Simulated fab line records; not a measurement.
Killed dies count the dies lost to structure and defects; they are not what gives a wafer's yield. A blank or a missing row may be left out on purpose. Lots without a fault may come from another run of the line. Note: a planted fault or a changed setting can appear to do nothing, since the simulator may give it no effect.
8D (eight disciplines) problem report, filled in by code    flow n5Finfet    the parts of the form that need people (team, actions taken, sign-off) are left out

== 1. THE ISSUE ==
runLengthS at N5_BEOL_M10_CVD_75 reads a mean of 81.5 s on 4 wafers of 3 lots; wafers without a fault read 161.7 s with a standard deviation of 0.64. That is -99 or more standard deviations from the usual mean.
The step: deposits Co from CCTBA/H2, target thk 2 nm, time 138.9 s.
The first sign was on wafer L737.2 at day 11 17:25, on cvdCo-01. At this step, 31 wafers from 11 lots have a number in the record. Rule for "out", or "out of limits": more than 4 standard deviations from the usual mean. All remaining wafers that have a number are taken as sound.

== 2. WHAT IT IS; WHAT IT IS NOT ==
question                     is                              is not
which readings at this step  runLengthS                      -
which lots                   L737, L741, L745                L734, L735, L736, L738, L751, L753, L755, L756
which wafers of those lots   L737.2, L737.3, L741.3, L745.2  L737.4, L741.1, L745.1
read on which tools          cvdCo-01                        cvdCo-02
when                         from day 11 17:25               up to then (13 sound wafers); but 14 sound wafers of L741, L745, L751, L753, L755, L756 came after

== 3. THE SUSPECTS, EACH WITH WHAT RULES IT OUT ==
Counting: if a tool at a process step up to the reading ran every lot that is out, it stays a suspect. Sound lots after the first of them don't rule it out here, since some wafers of a struck lot are sound.
- rieDiel-04 at N5_BEOL_M10_ETCH_66 (etches SOC in N2/H2, target depth 120 nm, overetch 24 nm, time 180 s): kept. It processed each lot that is out (first: L737, day 11 15:44); up to then, its last sound lot is L735 (day 10 21:20).
- cvdCo-01 at N5_BEOL_M10_CVD_75 (deposits Co from CCTBA/H2, target thk 2 nm, time 138.9 s): kept. It processed each lot that is out (first: L737, day 11 17:25); up to then, its last sound lot is L738 (day 11 16:18). Its own readings are out on those wafers: runLengthS.
The count leaves cvdCo-01 at N5_BEOL_M10_CVD_75 and rieDiel-04 at N5_BEOL_M10_ETCH_66.

== 4. THE CAUSE (what the simulator had put in) ==
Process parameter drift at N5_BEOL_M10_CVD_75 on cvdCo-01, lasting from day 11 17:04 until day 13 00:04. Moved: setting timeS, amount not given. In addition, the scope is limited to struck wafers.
Counting leaves 2 suspects; this tool is one of them.

== 5. THE EFFECT CHAIN, in route order ==
Each row: a reading where the mean over the struck wafers with a number is more than 3 standard deviations away from the usual. Only readings for which the record gives a usual standard deviation are gone through. hours: the time from each lot's start at the first step in this table that gives one to its start at this step, as a median over the lots. sigmas: the change in usual standard deviations.
hours  step                reading     usual    on struck wafers  change  sigmas
0      N5_BEOL_M10_CVD_75  runLengthS  161.7 s  81.5              -80.2   -99 or more
Process steps it contains:
- N5_BEOL_M10_CVD_75: deposits Co from CCTBA/H2, target thk 2 nm, time 138.9 s.

== 6. WHAT WOULD HAVE CAUGHT IT SOONER ==
0 hours passed between the start of the fault at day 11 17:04 and the first reading out of limits in this record, taken at day 11 17:25.
